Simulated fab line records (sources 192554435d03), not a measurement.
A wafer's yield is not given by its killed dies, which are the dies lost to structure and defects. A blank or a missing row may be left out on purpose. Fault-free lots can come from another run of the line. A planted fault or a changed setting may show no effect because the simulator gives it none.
2 desks, one fault	flow n5-finfet	what lay behind the numbers comes last; until then each desk has only its own

== METROLOGY DESK ==
What the gauges read, lot by lot, whatever tool the lot ran on: means of the sampled wafers that have a number. Marked OUT: a lot whose mean sits more than 4 standard deviations from the usual mean, which makes it out of limits; the brackets give that distance. It has 11 readings; the 7 that lie furthest out on some lot are the ones shown.
Columns: A = DIBL_N at N5_BEOL_M4_RC_MEAS_101, usual 36.4 mV/V; B = ION_N at N5_BEOL_M4_RC_MEAS_101, usual 674 uA/um; C = ION_P at N5_BEOL_M4_RC_MEAS_101, usual 463 uA/um; D = SS_N at N5_BEOL_M4_RC_MEAS_101, usual 71.5 mV/dec; E = SS_P at N5_BEOL_M4_RC_MEAS_101, usual 73.2 mV/dec; F = VT_N at N5_BEOL_M4_RC_MEAS_101, usual 250.0 mV; G = VT_P at N5_BEOL_M4_RC_MEAS_101, usual -250 mV
lot	first seen here	A	B	C	D	E	F	G
L455	day 2 04:40	35.9	680	470	71.3	72.9	249.4	-251
L462	day 3 20:05	36.7	692	477	70.9	74.2	247.8	-246
L463	day 4 02:07	37.1	662	458	71.5	72.5	251.0	-251
L465	day 4 17:16	34.9	664	462	71.3	72.8	252.1	-251
L473	day 6 13:37	35.5	665	457	71.2	72.9	254.8	-253
L478	day 7 19:40	36.4	685	459	72.0	73.6	247.7	-253
This desk found nothing out of limits on any of the 6 lots.

== FOR THE TOOL OWNER'S DESK: rie-si-03 ==
The tool's own readings at N5_FIN_SAQP_ETCH_64 (etches SiO2 in CF4, target depth 1.5 nm): means of the sampled wafers that have a number, for each lot that ran on this tool. Marked OUT: a lot whose mean sits more than 4 standard deviations from the usual mean, which makes it out of limits; the brackets give that distance.
Columns: A = bias-w at N5_FIN_SAQP_ETCH_64, usual 399.9 W; B = drypump-motor-current-A at N5_FIN_SAQP_ETCH_64, usual 5.7 A; C = oes-product-au at N5_FIN_SAQP_ETCH_64, usual 1.001 a.u.; D = throttle-valve-pct at N5_FIN_SAQP_ETCH_64, usual 21.76 %
lot	first seen here	A	B	C	D
L462	day 3 20:23	328.6 (-59) OUT	5.8	0.951	21.65
L463	day 4 02:37	362.5 (-31) OUT	5.7	0.990	21.66
L478	day 7 19:58	399.9	5.8	1.003	21.74
This desk finds L462, L463 out of limits, L462 being first, at day 3 20:23 (bias-w at N5_FIN_SAQP_ETCH_64). L478: within limits.

== PUT TOGETHER ==
At day 3 20:23, on L462, L463, the tool owner's desk was in a position to raise an alarm.
Metrology desk: nothing out of limits seen.
The metrology desk has L462, L463 on record, within its limits.
Of the lots named, all ran N5_FIN_SAQP_ETCH_64 on rie-si-03.

== WHAT THE SIMULATOR HAD PUT IN ==
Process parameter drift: rie-si-03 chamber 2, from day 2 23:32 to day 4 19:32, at N5_FIN_SAQP_ETCH_64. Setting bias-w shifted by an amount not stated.
Struck lots among those shown: L462, L463.
How many hours passed from the start of the fault until each desk's first out-of-limits reading: the tool owner's desk, 21.
